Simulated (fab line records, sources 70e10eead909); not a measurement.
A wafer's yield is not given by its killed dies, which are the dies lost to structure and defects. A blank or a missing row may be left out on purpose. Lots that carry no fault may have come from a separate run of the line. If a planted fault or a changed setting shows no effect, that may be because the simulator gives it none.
Matching of chambers | flow nand_harc | rie_diel-10 running NHARC_A_STAIRCASE_ETCH_313: 4 sister chambers
The step etches the open film in CF4/CHF3. 14 wafers are shown with their chamber, then 7 later ones without.

== WAFERS WITH THEIR CHAMBER ==
wafer  | chamber | showerhead_plenum_p_Torr (Torr) | drypump_motor_current_A (A) | rf_vpp_V (V)
L076.1 | 2       | 1.61                            | 6.2                         | 371.6
L076.2 | 1       | 1.53                            | 6.7                         | 368.9
L076.5 | 0       | 1.62                            | 5.5                         | 374.1
L074.1 | 1       | 1.53                            | 6.7                         | 367.6
L074.3 | 0       | 1.62                            | 5.4                         | 373.5
L074.4 | 2       | 1.61                            | 6.2                         | 371.6
L077.1 | 3       | 1.51                            | 5.2                         | 369.1
L077.5 | 1       | 1.53                            | 6.7                         | 369.4
L077.6 | 0       | 1.62                            | 5.5                         | 372.2
L081.1 | 1       | 1.53                            | 6.7                         | 369.8
L081.2 | 0       | 1.62                            | 5.4                         | 372.7
L081.4 | 3       | 1.51                            | 5.2                         | 367.3
L085.2 | 1       | 1.52                            | 6.7                         | 368.8
L085.3 | 3       | 1.51                            | 5.2                         | 369.0

SIGNATURES, as means of the wafers listed above
reading                  | chamber 0 | chamber 1 | chamber 2 | chamber 3 | scatter within a chamber
showerhead_plenum_p_Torr | 1.6200    | 1.5280    | 1.6100    | 1.5100    | 0.00283
drypump_motor_current_A  | 5.450     | 6.700     | 6.200     | 5.200     | 0.0316
rf_vpp_V                 | 373.125   | 368.900   | 371.600   | 368.467   | 0.833
Rule: distance of a wafer from a chamber = root of the sum over the readings of ((wafer's reading minus chamber's mean) / reading's scatter) squared. If the next closest chamber is less than 2 further off than the closest, the wafer can't be placed; otherwise it belongs to the closest. The scatter is the square root of a quotient: the sum, over the shown wafers, of each reading's squared deviation from its chamber's mean, divided by wafers minus chambers.

== WAFERS WHOSE CHAMBER IS MISSING ==
wafer  | showerhead_plenum_p_Torr (Torr) | drypump_motor_current_A (A) | rf_vpp_V (V)
L085.6 | 1.62                            | 5.4                         | 372.5
L082.2 | 1.52                            | 6.7                         | 369.3
L082.5 | 1.62                            | 5.4                         | 373.9
L082.6 | 1.51                            | 5.2                         | 367.5
L087.2 | 1.62                            | 5.5                         | 372.5
L087.4 | 1.52                            | 6.7                         | 369.4
L087.5 | 1.62                            | 5.4                         | 372.7

== CHAMBER TAKEN BY EACH ==
wafer  | from the rows above | in truth
L085.6 | 0                   | 0
L082.2 | 1                   | 1
L082.5 | 0                   | 0
L082.6 | 3                   | 3
L087.2 | 0                   | 0
L087.4 | 1                   | 1
L087.5 | 0                   | 0
7 of 7 placed correctly. From these rows, 0 cannot be placed. Placed wrongly: 0.
